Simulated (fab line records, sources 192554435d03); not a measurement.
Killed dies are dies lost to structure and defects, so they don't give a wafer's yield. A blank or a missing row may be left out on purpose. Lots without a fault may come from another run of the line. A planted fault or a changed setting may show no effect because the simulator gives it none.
Chamber matching | flow n5_finfet | N5_GATE_CUT_STRIP_59 on rie_diel-01: 4 sister chambers
The step strips in N2/H2, time 20 s. 8 wafers are shown with their chamber, then 9 later ones without.

WAFERS WITH THEIR CHAMBER
wafer  | chamber | showerhead_plenum_p_Torr (Torr) | drypump_motor_current_A (A)
L076.5 | 1       | 3.41                            | 5.7
L078.4 | 1       | 3.40                            | 5.7
L079.1 | 3       | 3.44                            | 5.6
L079.4 | 0       | 3.57                            | 5.8
L079.6 | 0       | 3.57                            | 5.8
L082.1 | 3       | 3.44                            | 5.5
L082.4 | 2       | 3.29                            | 4.9
L082.6 | 2       | 3.29                            | 4.9

WAFERS WITHOUT THEIR CHAMBER
wafer  | showerhead_plenum_p_Torr (Torr) | drypump_motor_current_A (A)
L089.1 | 3.43                            | 5.5
L089.4 | 3.56                            | 5.8
L089.6 | 3.56                            | 5.8
L092.2 | 3.39                            | 5.7
L092.4 | 3.28                            | 4.9
L092.5 | 3.56                            | 5.8
L093.1 | 3.43                            | 5.5
L093.5 | 3.28                            | 4.9
L093.6 | 3.39                            | 5.6

WHICH CHAMBER EACH WENT THROUGH
wafer  | from the rows above | in truth
L089.1 | 3                   | 3
L089.4 | 0                   | 0
L089.6 | 0                   | 0
L092.2 | 1                   | 1
L092.4 | 2                   | 2
L092.5 | 0                   | 0
L093.1 | 3                   | 3
L093.5 | 2                   | 2
L093.6 | 1                   | 1
Placed correctly: 9 of 9. Can't be placed from these rows: 0. Placed wrongly: 0.
How it was worked out, from the rows above alone: a wafer's distance from a chamber is the root of the sum, over the readings, of the square of ((its reading less the chamber's mean) divided by the reading's scatter). The wafer belongs to the nearest chamber; if the next one is less than 2 further off, it can't be placed. A chamber's mean is the mean of its shown wafers. The scatter: the root of (the sum of the squares of (reading less its chamber's mean) over the shown wafers, divided by (wafers less chambers)).
